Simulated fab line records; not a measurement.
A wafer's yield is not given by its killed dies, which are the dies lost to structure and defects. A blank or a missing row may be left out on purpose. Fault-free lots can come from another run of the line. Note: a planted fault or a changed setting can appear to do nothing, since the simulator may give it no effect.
Which tool did it? | flow nand-harc | 10 lots, 30 wafers sampled, at 4 steps of a route of 1159

## WHAT THE GAUGES SHOWED, per wafer
NHARC_END_SORT_01. Usual: killed-at-array 29, standard deviation 11; killed-at-other 0.5, standard deviation 0.89; killed-at-periphery 3.3, standard deviation 2; killed-dies 32, standard deviation 11; killed-open 3.1, standard deviation 1.9; killed-short 2.3, standard deviation 1.6.
lot  | measured     | on        | killed-at-array | killed-at-other | killed-at-periphery | killed-dies | killed-open | killed-short | flag
L732 | day 20 23:11 | prober-01 | 31 32 78        | 1 0 3           | 2 5 1               | 34 37 82    | 3 1 1       | 1 1 4        |

## WHAT TOOL EACH LOT RAN ON (gives the tool, then ch and the chambers of the sampled wafers, and finally the start)
lot  | NHARC_A_CONTACT_ETCH_76            | NHARC_A_M1_PVD_20                       | NHARC_THIN_TSV_ETCH_36
L728 | rie-diel-13 ch 2,3, day 16 18:42   | pvd-sputter-02, day 19 02:53 or earlier | rie-metal-03 ch 0,1, day 19 02:53
L730 | rie-diel-07 ch 1,2, day 16 20:41   | pvd-sputter-02, day 19 01:19 or earlier | rie-metal-03 ch 0,1, day 19 01:19
L729 | rie-diel-05 ch 1,2,3, day 17 06:14 | pvd-sputter-03, day 19 08:16 or earlier | rie-metal-03 ch 0,1, day 19 08:16
L733 | rie-diel-07 ch 0,1,2, day 17 07:09 | pvd-sputter-02, day 19 09:13 or earlier | rie-metal-01 ch 0,1, day 19 09:13
L732 | rie-diel-05 ch 0,1,3, day 18 06:15 | pvd-sputter-02, day 20 12:46 or earlier | rie-metal-01 ch 0,1, day 20 12:46
L741 | rie-diel-13 ch 0,1,3, day 20 08:51 | pvd-sputter-01, day 23 02:21 or earlier | rie-metal-02 ch 0,1, day 23 02:21
L747 | rie-diel-13 ch 0,2,3, day 20 15:38 | pvd-sputter-01, day 23 05:49 or earlier | rie-metal-03 ch 0,1, day 23 05:49
L745 | rie-diel-07 ch 1,2,3, day 20 17:11 | pvd-sputter-03, day 23 07:02 or earlier | rie-metal-02 ch 0,1, day 23 07:02
L750 | rie-diel-13 ch 1,2,3, day 21 20:51 | pvd-sputter-02, day 23 23:47 or earlier | rie-metal-02 ch 0,1, day 23 23:47
L751 | rie-diel-13 ch 0,1, day 22 04:07   | pvd-sputter-02, day 24 06:37 or earlier | rie-metal-01 ch 0,1, day 24 06:37
- NHARC_A_CONTACT_ETCH_76: etches the open film in N2/H2, target depth 260 nm, time 475.3 s.
- NHARC_A_M1_PVD_20: deposits TaN, target thk 5 nm, time 8.06 s.
- NHARC_THIN_TSV_ETCH_36: etches the open film in Cl2/BCl3, target depth 65 nm, time 18.571 s.

## AS READ BY THE TOOLS THEMSELVES (means over the sampled wafers that have a number; for cases with no such wafer, the mark the record gives instead)
NHARC_A_CONTACT_ETCH_76. Usual: chamber-pressure-mTorr 30.00 mTorr, standard deviation 0.031; drypump-motor-current-A 5.7 A, standard deviation 0.41; oes-product-au 1.004 a.u., standard deviation 0.014; rf-vpp-V 430.8 V, standard deviation 2.1; showerhead-plenum-p-Torr 2.05 Torr, standard deviation 0.067; throttle-valve-pct 14.170 %, standard deviation 0.0082.
lot  | tool        | chamber-pressure-mTorr (mTorr) | drypump-motor-current-A (A) | oes-product-au (a.u.) | rf-vpp-V (V) | showerhead-plenum-p-Torr (Torr) | throttle-valve-pct (%) | flag
L728 | rie-diel-13 | 30.02                          | 5.9                         | 1.008                 | 433.3        | 2.14                            | 14.171                 |
L730 | rie-diel-07 | 30.02                          | 6.0                         | 1.020                 | 430.9        | 2.04                            | 14.168                 |
L729 | rie-diel-05 | 30.01                          | 5.6                         | 1.005                 | 429.3        | 2.01                            | 14.171                 |
L733 | rie-diel-07 | 30.00                          | 6.1                         | 1.010                 | 429.9        | 2.02                            | 14.172                 |
L732 | rie-diel-05 | 29.99                          | 5.3                         | 1.003                 | 431.1        | 2.06                            | 14.180                 |
L741 | rie-diel-13 | 30.01                          | 5.6                         | 0.994                 | 433.7        | 2.14                            | 14.171                 |
L747 | rie-diel-13 | 29.99                          | 5.7                         | 1.011                 | 432.9        | 2.14                            | 14.172                 |
L745 | rie-diel-07 | 30.02                          | 5.9                         | 1.007                 | 429.9        | 2.04                            | 14.171                 |
L750 | rie-diel-13 | 29.98                          | 5.7                         | 1.004                 | 432.8        | 2.13                            | 14.169                 |
L751 | rie-diel-13 | 29.99                          | 5.6                         | 0.995                 | 433.2        | 2.15                            | 14.169                 |

NHARC_A_M1_PVD_20. Usual: throttle-valve-pct reads 30.2 % (standard deviation 1.4).
lot  | tool           | throttle-valve-pct (%) | flag
L728 | pvd-sputter-02 | 29.7                   |
L730 | pvd-sputter-02 | 30.8                   |
L729 | pvd-sputter-03 | 30.4                   |
L733 | pvd-sputter-02 | 30.5                   |
L732 | pvd-sputter-02 | 29.8                   |
L741 | pvd-sputter-01 | 29.8                   |
L747 | pvd-sputter-01 | 29.9                   |
L745 | pvd-sputter-03 | 30.1                   |
L750 | pvd-sputter-02 | 30.8                   |
L751 | pvd-sputter-02 | 31.5                   |

NHARC_THIN_TSV_ETCH_36. Usual: chamber-pressure-mTorr 10.000 mTorr, standard deviation 0.0095; drypump-motor-current-A 5.7 A, standard deviation 0.42; oes-product-au 0.994 a.u., standard deviation 0.01.
lot  | tool         | chamber-pressure-mTorr (mTorr) | drypump-motor-current-A (A) | oes-product-au (a.u.) | flag
L728 | rie-metal-03 | 9.997                          | 5.4                         | 0.987                 |
L730 | rie-metal-03 | 10.002                         | 5.4                         | 0.983                 |
L729 | rie-metal-03 | 10.001                         | 5.2                         | 0.983                 |
L733 | rie-metal-01 | 9.994                          | 5.8                         | 0.995                 |
L732 | rie-metal-01 | 10.004                         | 5.8                         | 0.995                 |
L741 | rie-metal-02 | 10.004                         | 6.1                         | 0.995                 |
L747 | rie-metal-03 | 9.999                          | 5.4                         | 0.991                 |
L745 | rie-metal-02 | 10.012                         | 6.1                         | 0.991                 |
L750 | rie-metal-02 | 10.002                         | 6.2                         | 0.985                 |
L751 | rie-metal-01 | 10.006                         | 5.8                         | 1.008                 |

## THE ANSWER, worked out from the rows above alone
Rule: lot off if the mean of its wafers having a number is beyond 3 standard deviations from the usual mean. A lot without any number at a reading at which 4 lots or more have one is off too. All remaining lots with rows at the step are treated as sound. First the gauges in route order, then the tools' own readings, where a lot's mean is used as printed above. The first step at which some lot is off is used, and at that step the reading that is off furthest; a lot without a number counts as furthest.
Across all readings shown, no lot is off: no conclusion can be drawn from this.

## WHAT THE SIMULATOR HAD PUT IN
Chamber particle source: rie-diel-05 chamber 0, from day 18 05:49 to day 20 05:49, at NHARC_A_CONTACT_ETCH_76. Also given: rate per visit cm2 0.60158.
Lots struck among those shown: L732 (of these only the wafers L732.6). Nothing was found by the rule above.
